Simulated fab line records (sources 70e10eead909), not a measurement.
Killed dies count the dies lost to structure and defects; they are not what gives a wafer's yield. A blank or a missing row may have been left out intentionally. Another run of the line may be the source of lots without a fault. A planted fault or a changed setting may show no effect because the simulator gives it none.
Chamber matching :: flow nand harc :: rie diel-08 running NHARC_A_ZERO_WELL_ETCH_19: 4 sister chambers
The step etches the open film in N2/H2, target depth 80 nm, overetch 24 nm, time 87.88 s. 8 wafers are shown with their chamber, then 11 later ones without.

WAFERS PAIRED WITH THEIR CHAMBERS
wafer: L835.5
chamber: 0
drypump motor current A (A): 5.84
rf vpp V (V): 433.7

wafer: L832.4
chamber: 1
drypump motor current A (A): 5.50
rf vpp V (V): 430.0

wafer: L833.1
chamber: 1
drypump motor current A (A): 5.50
rf vpp V (V): 431.7

wafer: L833.2
chamber: 3
drypump motor current A (A): 5.51
rf vpp V (V): 427.5

wafer: L834.1
chamber: 3
drypump motor current A (A): 5.52
rf vpp V (V): 427.8

wafer: L834.4
chamber: 0
drypump motor current A (A): 5.84
rf vpp V (V): 431.5

wafer: L834.6
chamber: 2
drypump motor current A (A): 5.71
rf vpp V (V): 433.1

wafer: L836.1
chamber: 2
drypump motor current A (A): 5.72
rf vpp V (V): 431.3

WAFERS MISSING THEIR CHAMBER
wafer: L836.3
drypump motor current A (A): 5.51
rf vpp V (V): 428.0

wafer: L836.6
drypump motor current A (A): 5.52
rf vpp V (V): 431.1

wafer: L840.1
drypump motor current A (A): 5.72
rf vpp V (V): 431.2

wafer: L840.2
drypump motor current A (A): 5.52
rf vpp V (V): 431.7

wafer: L840.6
drypump motor current A (A): 5.84
rf vpp V (V): 432.3

wafer: L839.2
drypump motor current A (A): 5.75
rf vpp V (V): 432.1

wafer: L839.5
drypump motor current A (A): 5.84
rf vpp V (V): 430.8

wafer: L839.6
drypump motor current A (A): 5.51
rf vpp V (V): 431.3

wafer: L844.1
drypump motor current A (A): 5.82
rf vpp V (V): 430.7

wafer: L844.4
drypump motor current A (A): 5.71
rf vpp V (V): 432.5

wafer: L844.5
drypump motor current A (A): 5.85
rf vpp V (V): 432.5

THE CHAMBER EACH PASSED THROUGH
wafer: L836.3
from the rows above: 3
in truth: 3

wafer: L836.6
from the rows above: can't be placed: 3 or 1
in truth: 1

wafer: L840.1
from the rows above: 2
in truth: 2

wafer: L840.2
from the rows above: can't be placed: 3 or 1
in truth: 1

wafer: L840.6
from the rows above: 0
in truth: 0

wafer: L839.2
from the rows above: 2
in truth: 2

wafer: L839.5
from the rows above: 0
in truth: 0

wafer: L839.6
from the rows above: can't be placed: 1 or 3
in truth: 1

wafer: L844.1
from the rows above: 0
in truth: 0

wafer: L844.4
from the rows above: 2
in truth: 2

wafer: L844.5
from the rows above: 0
in truth: 0
8 of 11 placed correctly. Cannot be placed on the basis of these rows: 3; the candidates contain the true chamber in 3. Number placed wrongly: 0.
How it was worked out, from the rows above alone: a wafer's distance from a chamber is the root of the sum, over the readings, of the square of ((its reading less the chamber's mean) divided by the reading's scatter). If the next closest chamber is less than 2 further off than the closest, the wafer can't be placed; otherwise it belongs to the closest. The mean given for a chamber averages the wafers shown for that chamber. The scatter: take each reading less its chamber's mean, square it, sum over the shown wafers, divide by the number of wafers less the number of chambers, and take the root.
